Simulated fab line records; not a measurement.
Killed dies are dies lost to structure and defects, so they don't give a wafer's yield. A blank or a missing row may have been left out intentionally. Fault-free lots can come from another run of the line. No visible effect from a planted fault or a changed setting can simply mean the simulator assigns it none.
Chamber matching | flow n5 finfet | N5_BEOL_M10_ALD_74 on ald metal-03: 4 sister chambers
The step deposits TaN, target thk 2 nm, pulse time 2 s, purge time 3 s. 4 wafers are shown with their chamber, then 8 later ones without.

== WAFERS PAIRED WITH THEIR CHAMBERS ==
wafer  | chamber | heater power w (W)
L081.1 | 3       | 409
L087.2 | 0       | 402
L087.6 | 2       | 434
L088.3 | 1       | 405

== WAFERS MISSING THEIR CHAMBER ==
wafer  | heater power w (W)
L088.4 | 403
L088.6 | 395
L093.1 | 400
L093.2 | 408
L093.5 | 398
L097.2 | 398
L097.4 | 407
L097.6 | 413

== WHICH CHAMBER EACH WENT THROUGH ==
wafer  | from the rows above          | in truth
L088.4 | can't be placed: 0 or 1 or 3 | 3
L088.6 | can't be placed: 0 or 1 or 3 | 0
L093.1 | can't be placed: 0 or 1 or 3 | 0
L093.2 | can't be placed: 3 or 1 or 0 | 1
L093.5 | can't be placed: 0 or 1 or 3 | 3
L097.2 | can't be placed: 0 or 1 or 3 | 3
L097.4 | can't be placed: 1 or 3 or 0 | 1
L097.6 | can't be placed: 3 or 1 or 0 | 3
Correctly placed: 0 of 8. These rows do not allow placing 8 (true chamber among the candidates in 8). Placed wrongly: 0.
How it was worked out, from the rows above alone: a wafer's distance from a chamber is the root of the sum, over the readings, of the square of ((its reading less the chamber's mean) divided by the reading's scatter). The wafer belongs to the nearest chamber; if the next one is less than 2 further off, it can't be placed. A chamber's mean is the mean of its shown wafers. The scatter: root of mean squared gap, hidden wafer to nearest shown wafer, with one shown wafer a chamber.
